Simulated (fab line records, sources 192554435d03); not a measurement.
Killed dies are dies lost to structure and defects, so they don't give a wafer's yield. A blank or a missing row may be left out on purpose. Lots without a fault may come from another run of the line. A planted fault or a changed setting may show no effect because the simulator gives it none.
Chamber matching | flow n5_finfet | N5_BEOL_M5_DESCUM_16 on rie_diel-05: 4 sister chambers
The step chemistry O2, time 7 s. 4 wafers are shown with their chamber, then 10 later ones without.

WAFERS WITH THEIR CHAMBER
wafer  | chamber | drypump_motor_current_A (A)
L086.2 | 3       | 6.3
L086.5 | 1       | 5.6
L088.2 | 0       | 5.5
L088.3 | 2       | 6.5

WAFERS WITHOUT THEIR CHAMBER
wafer  | drypump_motor_current_A (A)
L088.5 | 5.5
L091.1 | 5.5
L091.3 | 5.6
L091.4 | 6.4
L093.2 | 6.5
L093.5 | 5.5
L093.6 | 6.3
L094.1 | 6.3
L094.4 | 6.5
L094.6 | 6.5

WHICH CHAMBER EACH WENT THROUGH
wafer  | from the rows above     | in truth
L088.5 | 0                       | 0
L091.1 | 0                       | 0
L091.3 | 1                       | 1
L091.4 | can't be placed: 2 or 3 | 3
L093.2 | 2                       | 2
L093.5 | 0                       | 0
L093.6 | 3                       | 3
L094.1 | 3                       | 3
L094.4 | 2                       | 2
L094.6 | 2                       | 2
Placed correctly: 9 of 10. Can't be placed from these rows: 1 (the true chamber is among the candidates in 1). Placed wrongly: 0.
How it was worked out, from the rows above alone: a wafer's distance from a chamber is the root of the sum, over the readings, of the square of ((its reading less the chamber's mean) divided by the reading's scatter). The wafer belongs to the nearest chamber; if the next one is less than 2 further off, it can't be placed. A chamber's mean is the mean of its shown wafers. The scatter: with one shown wafer a chamber, the root of the mean of the squares of how far each hidden wafer lies from its nearest shown one.
